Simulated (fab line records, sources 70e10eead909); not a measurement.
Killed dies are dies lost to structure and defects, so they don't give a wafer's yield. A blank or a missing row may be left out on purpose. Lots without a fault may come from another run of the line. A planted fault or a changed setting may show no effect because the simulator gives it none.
fab line records | flow nand_harc
record lots=6 wafers=18 last_day=31
route steps=1302 shown A_BLC@1133 A_M0@1137
lots that met no fault: from a run of the same line without faults
start_h: hours from the record's first day to the start of the lot's first wafer shown | wait_h: hours since the lot's step before | " the same as in the row above | L1.1+2: a row that stands for several wafers | - no value, or no start given | * or withheld: withheld | < > ~ a bound
route shown NAME@n: a module of which the file shows steps, and the number in the route of the first | usual: mean/standard deviation of fault-free wafers | same: alike in all rows | chamber/n: place in a boat | sites: the reading at each site | _std_site: their standard deviation | _edge_site: outer sites' mean less inner sites' | radius_mm: how far each site lies from the wafer's centre | mask NAME#n: copy n | behind: the tool/chamber that last shaped the wafer | hold: why the lot was held/for how many hours/how that ended | device: the transistor (n, p or np) that didn't switch | end of line: the same wafers' tests at the end of the route | a step without rows: its recipe alone | killed: dies lost to structure and defects at the first sort, not the wafer's yield | map: a wafer's dies, x killed, . not, _ none there
set.NAME: the setting as run; set.NAME@STEP: as run at that earlier step | model.NAME: the simulator's own value behind a step, which no gauge read
lots at some steps of the route; a table a step, a row a wafer
services: from which hour (start_h, from the record's first day; less than 0 if before it) a tool's chamber was out of use, for how many hours, and why
## steps
# step NHARC_A_BLC_CMP_25
# recipe t_overpolish_s=30 target_thk_nm=150
# usual motor_current_A=11.4/1 overpolish_run_s=30.000/0.01 time_to_endpoint_s=29/3.5
# columns lot.wafer tool chamber start_h wait_h motor_current_A overpolish_run_s time_to_endpoint_s
L202.3 cmp-04 3 580.65 0.3 11.9 30.001 26
L202.4 " 0 " " 9.2 30.000 30
L202.5 " 2 " " 11.0 30.001 31
L204.3 cmp-04 0 597.64 0.3 9.1 30.004 31
L204.1 " 2 " " 11.3 29.996 33
L204.2 " 3 " " 11.2 30.020 25
L205.1 cmp-01 3 610.18 0.4 10.9 30.003 28
L205.2 " 0 " " 12.1 29.992 24
L205.4 " 1 " " 12.2 29.990 33
L212.3 cmp-03 0 682.85 0.3 11.9 29.990 29
L212.4 " 3 " " 10.5 30.002 31
L212.5 " 0 " " 11.4 30.011 28
L213.3 cmp-01 1 694.26 0.4 11.5 30.009 33
L213.1 " 2 " " 12.4 29.994 26
L213.6 " 0 " " 12.5 30.007 23
L214.3 cmp-04 2 705.85 0.4 10.3 29.999 28
L214.6 " 0 " " 8.2 30.017 29
L214.5 " 1 " " 12.5 30.001 31
# step NHARC_A_BLC_SRD_27
# step NHARC_A_BLC_INSPECT_28
# usual raw_defect_count=551/130
# columns lot.wafer tool chamber start_h wait_h raw_defect_count
L202.3 defect_inspect-02 - 581.03 0.1 678
L202.4 " - " " 463
L202.5 " - " " 509
L204.1 defect_inspect-01 - 598.04 0.1 511
L204.2 " - " " 433
L204.3 " - " " 455
L205.1 defect_inspect-01 - 610.56 0.1 496
L205.2 " - " " 436
L205.4 " - " " 575
L212.3 defect_inspect-01 - 683.26 0.1 576
L212.4 " - " " 596
L212.5 " - " " 517
L213.1 defect_inspect-01 - 694.60 0.1 543
L213.3 " - " " 404
L213.6 " - " " 637
L214.3 defect_inspect-01 - 706.20 0.1 398
L214.5 " - " " 575
L214.6 " - " " 374
# step NHARC_A_M0_DEP_00
# recipe target_thk_a=1500 target_thk_nm=150 temp_c=withheld pressure_torr=5 flow_sccm=200 rf_w=600 material=SiOC
# step NHARC_A_M0_DEHYDRATE_01
# recipe temp_c=150 time_s=120
# step NHARC_A_M0_HMDS_02
# recipe time_s=30
# step NHARC_A_M0_COAT_33
# recipe temp_c=200 time_s=65
# step NHARC_A_M0_COAT_03
# recipe spin_rpm=1500 resist_thk_nm=90
# step NHARC_A_M0_SOFTBAKE_04
# recipe temp_c=105 time_s=55
# step NHARC_A_M0_EBR_05
# step NHARC_A_M0_EXPOSE_06
# recipe na=1.35 target_cd_nm=80 dose_mj=83.25 mask_id=A_M0
# step NHARC_A_M0_PEB_07
# recipe peb_temp_c=100 peb_time_s=65
# usual chill_plate_temp_C=23.01/0.11 heater_power_total_W=156.6/0.43 plate_temp_C=100.02/0.13
# columns lot.wafer tool chamber start_h wait_h chill_plate_temp_C heater_power_total_W plate_temp_C
L202.3 litho_track-01 0 581.72 0.0 23.17 156.3 100.02
L202.4 " 0 " " 23.08 156.0 100.03
L202.5 " 0 " " 23.18 156.7 99.79
L204.1 litho_track-06 0 598.86 0.1 23.11 156.3 99.92
L204.2 " 0 " " 23.22 157.2 100.04
L204.3 " 0 " " 23.01 157.1 100.00
L205.1 litho_track-04 0 611.31 0.1 23.04 157.1 100.04
L205.2 " 0 " " 23.30 156.8 100.02
L205.4 " 0 " " 23.15 156.7 99.92
L212.3 litho_track-04 0 684.08 0.0 22.79 168.6 105.44
L212.4 " 0 " " 22.98 168.8 105.55
L212.5 " 0 " " 23.12 168.0 105.62
L213.1 litho_track-04 0 695.43 0.1 22.83 168.8 105.50
L213.3 " 0 " " 22.97 167.7 105.40
L213.6 " 0 " " 23.06 168.1 105.57
L214.3 litho_track-01 0 707.03 0.0 23.04 156.5 100.08
L214.5 " 0 " " 23.00 156.2 100.08
L214.6 " 0 " " 22.88 156.0 100.26
# step NHARC_A_M0_DEVELOP_08
# recipe develop_time_s=35 dev_temp_c=23
# step NHARC_A_M0_CD_MEAS_09
# recipe target_cd_nm=80 landing_energy_ev=500
# usual cd_nm=80.2/0.83
# columns lot.wafer tool chamber start_h wait_h cd_nm
L202.3 cd_sem-03 0 581.81 - 80.4
L202.4 " 0 " " 79.1
L202.5 " 0 " " 80.3
L204.1 cd_sem-02 0 598.94 - 80.6
L204.2 " 0 " " 80.7
L204.3 " 0 " " 78.9
L205.1 cd_sem-01 0 611.39 - 79.4
L205.2 " 0 " " 80.8
L205.4 " 0 " " 80.5
L212.3 cd_sem-03 0 684.17 - 99.6
L212.4 " 0 " " 97.6
L212.5 " 0 " " 99.8
L213.1 cd_sem-02 0 695.51 - 97.2
L213.3 " 0 " " 99.6
L213.6 " 0 " " 98.5
L214.3 cd_sem-02 0 707.11 - 79.0
L214.5 " 0 " " 79.9
L214.6 " 0 " " 79.4
# step NHARC_A_M0_OVL_MEAS_10
# recipe pitch_nm=160
# usual overlay_x_nm=0.3/0.84 overlay_y_nm=-0.2/0.91
# columns lot.wafer tool chamber start_h wait_h overlay_x_nm overlay_y_nm
L202.3 overlay-01 - 581.89 - 0.5 1.5
L202.4 " - " " 0.7 1.0
L202.5 " - " " 1.0 1.5
L204.1 overlay-01 - 599.03 - -0.2 0.9
L204.2 " - " " -0.6 0.8
L204.3 " - " " -0.6 0.8
L205.1 overlay-01 - 611.48 - 1.3 0.5
L205.2 " - " " 1.5 0.1
L205.4 " - " " 1.9 0.8
L212.3 overlay-02 - 684.25 - -1.3 0.7
L212.4 " - " " -1.0 0.3
L212.5 " - " " -1.2 0.1
L213.1 overlay-02 - 695.60 - 1.2 -1.5
L213.3 " - " " 0.5 -1.2
L213.6 " - " " 1.0 -1.6
L214.3 overlay-01 - 707.19 - 1.1 0.8
L214.5 " - " " 1.2 0.6
L214.6 " - " " 1.0 0.6
# step NHARC_A_M0_INSPECT_11
# usual raw_defect_count=91/30
# columns lot.wafer tool chamber start_h wait_h raw_defect_count
L202.3 defect_inspect-02 - 581.93 0.0 79
L202.4 " - " " 99
L202.5 " - " " 71
L204.1 defect_inspect-01 - 599.06 0.0 37
L204.2 " - " " 37
L204.3 " - " " 40
L205.1 defect_inspect-01 - 611.52 0.0 82
L205.2 " - " " 79
L205.4 " - " " 63
L212.3 defect_inspect-02 - 684.29 0.0 77
L212.4 " - " " 72
L212.5 " - " " 71
L213.1 defect_inspect-01 - 695.63 0.0 147
L213.3 " - " " 152
L213.6 " - " " 160
L214.3 defect_inspect-01 - 707.23 0.0 102
L214.5 " - " " 116
L214.6 " - " " 112
# step NHARC_A_M0_DESCUM_14
# recipe time_s=3 o2_flow_sccm=200 ar_flow_sccm=0 bias_power_w=0 chemistry=O2
# usual drypump_motor_current_A=5.9/0.47 o2_flow_sccm=199.9/0.63 oes_product_au=1.002/0.011 rf_vpp_V=57.5/0.87 showerhead_plenum_p_Torr=1.83/0.073 throttle_valve_pct=11.311/0.0093
# columns lot.wafer tool chamber start_h wait_h drypump_motor_current_A o2_flow_sccm oes_product_au rf_hours_counter_h rf_vpp_V showerhead_plenum_p_Torr throttle_valve_pct model.A_M0.cd_nm
L202.3 rie_diel-13 1 582.00 0.1 5.8 198.7 1.005 2.9 57.4 1.79 11.310 80.04
L202.4 " 2 " " 6.3 200.1 1.011 2.3 56.9 1.79 11.313 79.23
L202.5 " 0 " " 5.1 200.1 1.017 - 58.0 1.81 11.309 79.49
L204.2 rie_diel-08 2 599.13 0.1 5.4 199.6 0.984 1.1 57.3 1.92 11.312 80.67
L204.1 " 0 " " 6.0 198.4 0.998 2.4 57.8 1.78 11.304 79.6
L204.3 " 1 " " 6.2 200.2 1.014 2.3 57.0 1.77 11.323 79.3
L205.4 rie_diel-13 3 611.58 0.1 6.5 200.2 0.997 4.7 57.3 1.78 11.311 80.27
L205.2 " 1 " " 5.8 198.9 1.006 5.6 57.7 1.79 11.293 79.71
L205.1 " 2 " " 6.3 199.1 1.012 5.1 57.0 1.79 11.294 78.49
L212.3 rie_diel-08 3 684.35 0.1 5.9 199.4 1.004 4.9 58.3 1.79 11.310 99.65
L212.4 " 0 " " 6.0 198.7 1.005 5.8 58.3 1.78 11.315 97.11
L212.5 " 3 " " 5.9 199.8 0.982 - 58.2 1.79 11.314 99.91
L213.3 rie_diel-08 2 695.69 0.1 5.4 200.9 1.001 5.6 58.8 1.92 11.309 99.54
L213.1 " 1 " " 6.2 200.1 1.028 6.4 56.7 1.77 11.307 96.76
L213.6 " 2 " " 5.4 200.5 1.007 - 57.6 1.92 11.313 98.58
L214.3 rie_diel-01 1 707.32 0.1 6.4 201.2 0.991 5.9 59.5 1.96 11.305 78.08
L214.5 " 2 " " 6.6 199.7 1.005 - 58.1 1.89 11.301 81.74
L214.6 " 3 " " 5.3 200.5 1.023 - 58.0 2.00 11.318 79.95
# step NHARC_A_M0_ETCH_34
# recipe target_depth_a=400 overetch_a=120 time_s=43.94 ion_energy_ev=200 n2_flow_sccm=150 h2_flow_sccm=150 ar_flow_sccm=0 rf_w=400 bias_w=150 chemistry=N2/H2
# usual drypump_motor_current_A=5.9/0.45 oes_product_au=1.002/0.0096 rf_vpp_V=427.9/2.5 showerhead_plenum_p_Torr=1.95/0.082 throttle_valve_pct=14.171/0.0089
# columns lot.wafer tool chamber start_h wait_h drypump_motor_current_A oes_product_au rf_hours_counter_h rf_vpp_V showerhead_plenum_p_Torr throttle_valve_pct
L202.3 rie_diel-13 3 582.07 0.1 6.5 1.003 2.4 426.8 1.90 14.168
L202.4 " 1 " " 5.8 0.999 2.9 426.9 1.91 14.176
L202.5 " 0 " " 5.0 1.025 - 426.5 1.93 14.151
L204.3 rie_diel-08 1 599.23 0.1 6.1 1.010 2.3 427.5 1.89 14.178
L204.2 " 2 " " 5.4 0.996 1.1 431.5 2.05 14.161
L204.1 " 0 " " 6.0 1.006 2.4 426.9 1.90 14.179
L205.1 rie_diel-13 1 611.66 0.1 5.8 1.013 5.6 425.4 1.91 14.173
L205.4 " 2 " " 6.3 1.019 5.1 426.0 1.90 14.174
L205.2 " 0 " " 5.0 1.003 5.4 426.7 1.92 14.179
L212.3 rie_diel-08 0 684.43 0.1 6.0 1.003 5.8 425.6 1.90 14.169
L212.4 " 1 " " 6.1 1.014 5.7 427.2 1.89 14.166
L212.5 " 1 " " 6.1 1.019 - 426.3 1.89 14.183
L213.3 rie_diel-08 1 695.78 0.1 6.0 1.016 6.4 425.6 1.89 14.182
L213.1 " 2 " " 5.4 0.998 5.6 430.6 2.05 14.155
L213.6 " 2 " " 5.4 0.995 - 431.1 2.05 14.166
L214.3 rie_diel-01 0 707.38 0.1 5.7 1.005 5.6 433.1 2.14 14.163
L214.5 " 0 " " 5.7 1.006 - 433.5 2.14 14.179
L214.6 " 1 " " 6.4 0.999 - 433.0 2.09 14.184
# step NHARC_A_M0_ETCH_15
# recipe target_depth_a=1500 overetch_a=150 time_s=82.5 c4f8_flow_sccm=withheld ar_flow_sccm=400 rf_w=600 bias_w=300 chemistry=C4F8/Ar
# usual oes_product_au=0.951/0.025 rf_vpp_V=438.3/2.6
# columns lot.wafer tool chamber start_h wait_h oes_product_au rf_hours_counter_h rf_vpp_V model.A_M0.cd_nm
L202.4 rie_diel-13 2 - - 0.951 2.3 437.3 79.89
L202.3 " 3 " " 0.940 2.4 436.9 80.28
L202.5 " 0 " " 0.951 - 438.1 79.25
L204.1 rie_diel-08 2 - - 0.955 1.1 441.3 79.75
L204.3 " 0 " " 0.969 2.4 437.7 79.89
L204.2 " 1 " " 0.967 2.4 435.0 80.54
L205.1 rie_diel-13 2 - - 0.986 5.1 436.7 79.94
L205.2 " 0 " " 0.963 5.5 437.1 79.62
L205.4 " 1 " " 0.989 5.7 438.4 80
L212.3 rie_diel-08 2 - - 0.915 4.9 440.7 99.67
L212.4 " 1 " " 0.936 5.7 434.7 97.67
L212.5 " 2 " " 0.908 - 441.3 100.5
L213.1 rie_diel-08 2 - - 0.914 5.6 440.7 96.98
L213.3 " 1 " " 0.942 6.5 435.6 100.1
L213.6 " 3 " " 0.911 - 435.7 98.86
L214.3 rie_diel-01 2 - - 0.967 6.6 439.8 78.3
L214.5 " 0 " " 0.987 - 444.4 81.83
L214.6 " 1 " " 0.972 - 441.8 79.75
# step NHARC_A_M0_CD_MEAS_16
# usual cd_nm=80.0/1.1
# columns lot.wafer tool chamber start_h wait_h cd_nm
L202.3 cd_sem-01 - 582.29 - 79.9
L202.4 " - " " 79.8
L202.5 " - " " 79.2
L204.1 cd_sem-03 - 599.47 - 79.7
L204.2 " - " " 80.3
L204.3 " - " " 79.8
L205.1 cd_sem-03 - 611.88 - 79.9
L205.2 " - " " 79.8
L205.4 " - " " 80.0
L212.3 cd_sem-03 - 684.65 - 100.1
L212.4 " - " " 97.8
L212.5 " - " " 100.5
L213.1 cd_sem-03 - 695.99 - 96.8
L213.3 " - " " 99.9
L213.6 " - " " 98.6
L214.3 cd_sem-01 - 707.60 - 78.5
L214.5 " - " " 81.7
L214.6 " - " " 79.5
## services
# columns tool chamber start_h hours kind
rie_diel-01 - 557.80 9.0 pm
rie_diel-08 1 559.53 9.5 repair
cmp-03 - 562.91 2.7 repair
rie_diel-01 3 568.37 4.6 repair
cmp-03 - 570.47 0.8 repair
rie_diel-08 2 572.17 24.0 repair
cmp-01 - 577.57 4.0 pm
rie_diel-13 1 586.76 7.2 repair
cmp-03 - 589.21 3.3 repair
cmp-04 - 601.02 4.0 pm
rie_diel-01 2 603.76 15.7 repair
cmp-03 - 613.39 0.4 repair
cmp-03 - 622.17 3.3 repair
cmp-04 - 624.45 0.5 repair
rie_diel-01 2 632.60 1.3 repair
cmp-03 - 652.47 4.0 pm
rie_diel-08 3 655.28 11.9 repair
rie_diel-13 2 655.52 4.0 repair
cmp-01 - 660.57 3.5 repair
cmp-01 - 675.57 4.0 pm
cmp-03 - 677.29 1.6 repair
litho_track-01 - 680.00 7.0 pm
rie_diel-13 - 696.22 9.0 pm
cmp-04 - 699.02 4.0 pm
## key
first_sign step=NHARC_A_M0_PEB_07 reading=plate_temp_C direction=up sigmas=42 usual=* struck=*
effect step=NHARC_A_M0_PEB_07 reading=heater_power_total_W direction=up sigmas=27 usual=* struck=*
effect step=NHARC_A_M0_CD_MEAS_09 reading=cd_nm direction=up sigmas=22 usual=80.2 struck=98.7
effect step=NHARC_A_M0_CD_MEAS_16 reading=cd_nm direction=up sigmas=17 usual=80.0 struck=99.0
model_effect step=NHARC_A_M0_DESCUM_14 value=A_M0.cd_nm without=79.99 struck=98.59
model_effect step=NHARC_A_M0_ETCH_15 value=A_M0.cd_nm without=80.36 struck=98.97
met_at NHARC_A_M0_PEB_07
struck_wafers L212.3,L212.4,L212.5,L213.1,L213.3,L213.6
later_rows_left_out L212.3,L212.4,L212.5,L213.1,L213.3,L213.6
sort_left_out L212.3,L212.4,L212.5,L213.1,L213.3,L213.6
onset_between 611.31 684.08
fault kind=process_parameter_drift tool=litho_track-04 chamber=- onset_h=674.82 steps=NHARC_A_M0_PEB_07 channel=peb_temp_c offset=* shape=step acts_in=* stated=*
# sort_left_out: the simulated sort isn't trusted on such a fault, so these wafers' sort isn't shown, and their yield isn't known
# later_rows_left_out: the simulator's readings of these wafers behind a module that went badly wrong aren't trusted and aren't shown, but for the sort
